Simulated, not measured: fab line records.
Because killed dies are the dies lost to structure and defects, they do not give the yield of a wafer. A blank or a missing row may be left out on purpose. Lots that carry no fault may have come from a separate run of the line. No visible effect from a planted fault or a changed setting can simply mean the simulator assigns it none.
Comparing a struck lot with a sound one :: flow n5Finfet :: 15 out of 1938 route steps
Sound: these wafers, L130.2, L130.4, L130.6. Struck: wafer L144.3. (L144.1 of the same lot was not struck and is left out.) The cause comes at the end.
Per side, at each step with rows, come the tool, then ch with its chambers, and then its first start. Under that, the readings that differ: sound wafers :: struck wafers :: difference of the means :: sigmas: that difference in standard deviations of wafers without a fault.
alike: same words and numbers on both sides, and readings whose means sit less than 2 such deviations apart. not compared: any withheld reading, any reading some wafer has no value for, any bound like >300 that may hide the same value, and any number with overlapping values for which the record gives no deviation.
A row with sigmas, a row that says differs or no value, or rows on one side alone: a step with any of these is where the two part. Non-overlapping numbers with no deviation appear without sigmas and do not part them. A reading missing from all wafers of one side parts the sides only when that side holds two or more wafers.

first, 1 step without rows for these wafers: N5_BEOL_M14_HARDBAKE_32 (time 120 s).
N5_BEOL_M14_CD_MEAS_28: target cd 284.4 nm.
  sound on cdSem-01 ch 0, day 11 13:00; struck on cdSem-02 ch 0, day 14 18:28
  alike: cdNm
N5_BEOL_M14_OVL_MEAS_29:
  sound on overlay-02 ch 0, day 11 13:02; struck on overlay-01 ch 0, day 14 18:29
reading: M14_OVL (nm)
sound: 2 -4 -3
struck: 8
difference: +10
sigmas: +2
N5_BEOL_M14_INSPECT_30: inspects for defects (macro).
  sound on defectInspect-01 at day 11 13:03; struck on defectInspect-01 at day 14 18:31
  alike: rawDefectCount
N5_BEOL_M14_DESCUM_33: chemistry O2, time 7.9 s.
  sound on rieDiel-05 ch 0,2, day 11 13:05; struck on rieDiel-06 ch 0, day 14 18:54
reading: drypumpMotorCurrentA (A)
sound: 4.8 5.3 4.8
struck: 6.2
difference: +1.2
sigmas: +2

reading: showerheadPlenumPTorr (Torr)
sound: 2.25 2.12 2.25
struck: 2.03
difference: -0.18
sigmas: -2
  alike: oesProductAu, rfVppV, throttleValvePct
  not compared: rfHoursCounterH
N5_BEOL_M14_ETCH_67: etches SiARC in CF4, target depth 143 nm, time 238.3 s.
  sound on rieDiel-05 ch 0,2, day 11 13:08; struck on rieDiel-06 ch 0, day 14 18:56
reading: drypumpMotorCurrentA (A)
sound: 4.8 5.3 4.8
struck: 6.3
difference: +1.3
sigmas: +2

reading: showerheadPlenumPTorr (Torr)
sound: 2.28 2.15 2.28
struck: 2.09
difference: -0.15
sigmas: -2
  alike: etchRfOnTimeS, oesProductAu, rfVppV, throttleValvePct
  not compared: rfHoursCounterH
N5_BEOL_M14_ETCH_68: etches SOC in N2/H2, time 450 s.
  sound on rieDiel-05 ch 0,2, day 11 13:16; struck on rieDiel-06 ch 0, day 14 19:05
reading: drypumpMotorCurrentA (A)
sound: 4.8 5.3 4.8
struck: 6.2
difference: +1.2
sigmas: +2

reading: rfVppV (V)
sound: 528.9 524.4 528.8
struck: 522.0
difference: -5.4
sigmas: -2
  alike: oesProductAu, showerheadPlenumPTorr, throttleValvePct
  not compared: rfHoursCounterH
then, 1 step without rows for these wafers: N5_BEOL_M14_STRIP_69 (strips in N2/H2).
N5_BEOL_M14_TRENCH_ETCH_34: etches SiO2 in C4F8/O2/Ar, target depth 556.65 nm, time 126.9 s.
  sound on rieDiel-05 ch 0,2, day 11 13:33; struck on rieDiel-06 ch 0, day 14 19:22
reading: drypumpMotorCurrentA (A)
sound: 4.8 5.3 4.8
struck: 6.2
difference: +1.2
sigmas: +2
  alike: oesProductAu, rfVppV, showerheadPlenumPTorr, throttleValvePct
  not compared: rfHoursCounterH
then, 1 step without rows for these wafers: N5_BEOL_M14_STRIP_70 (strips in C4F8/O2/Ar).
N5_BEOL_M14_OCD_MEAS_35:
  sound on ocd-02 at day 11 13:42; struck on ocd-02 at day 14 19:31
  alike: trenchDepthNm
N5_BEOL_M14_STRIP_37: strips in O2.
  sound on rieDiel-06 ch 0,1,2, day 11 17:10; struck on rieDiel-06 ch 1, day 14 19:44
reading: rfVppV (V)
sound: 3.3 3.2 2.0
struck: 5.7
difference: +2.9
sigmas: +3
  alike: drypumpMotorCurrentA, oesProductAu, showerheadPlenumPTorr, throttleValvePct
  not compared: rfHoursCounterH
N5_BEOL_M14_ETCH_38: etches SiCN in CF4/N2, target depth 106.5 nm, time 120.6 s.
  sound on rieDiel-06 ch 0,1,2, day 11 17:12; struck on rieDiel-06 ch 1, day 14 19:47
reading: model.etch.depthNm (nm)
sound: 98.28 95.6 95.46
struck: 83.7
difference: -12.7
sigmas: 
  alike: drypumpMotorCurrentA, oesProductAu, rfVppV, showerheadPlenumPTorr, throttleValvePct
  not compared: rfHoursCounterH
then, 1 step without rows for these wafers: N5_BEOL_M14_PRECLEAN_39 (cleans in residue remover, time 60 s).
N5_PASSIVATION_PROBE_49:
  sound on prober-01 at day 12 22:58; struck on prober-02 at day 15 17:02
  alike: defectLimitedYield, killed_at_M0_to_M3, killed_at_M4_up, killedAtContacts, killedAtFrontEnd, killedAtOther, killedDies, killedOpen, killedShort, sort_bin_5_function, sort_bin_6_memory, sort_bin_8_speed, sortNPass, sortYieldPct

## WHERE THEY PART
At N5_BEOL_M14_OVL_MEAS_29 first; at N5_BEOL_M14_STRIP_37 last (within this record only). Later steps at which nothing parts them and some readings are alike: N5_BEOL_M14_ETCH_38, N5_PASSIVATION_PROBE_49.

WHY: what the simulator had put in
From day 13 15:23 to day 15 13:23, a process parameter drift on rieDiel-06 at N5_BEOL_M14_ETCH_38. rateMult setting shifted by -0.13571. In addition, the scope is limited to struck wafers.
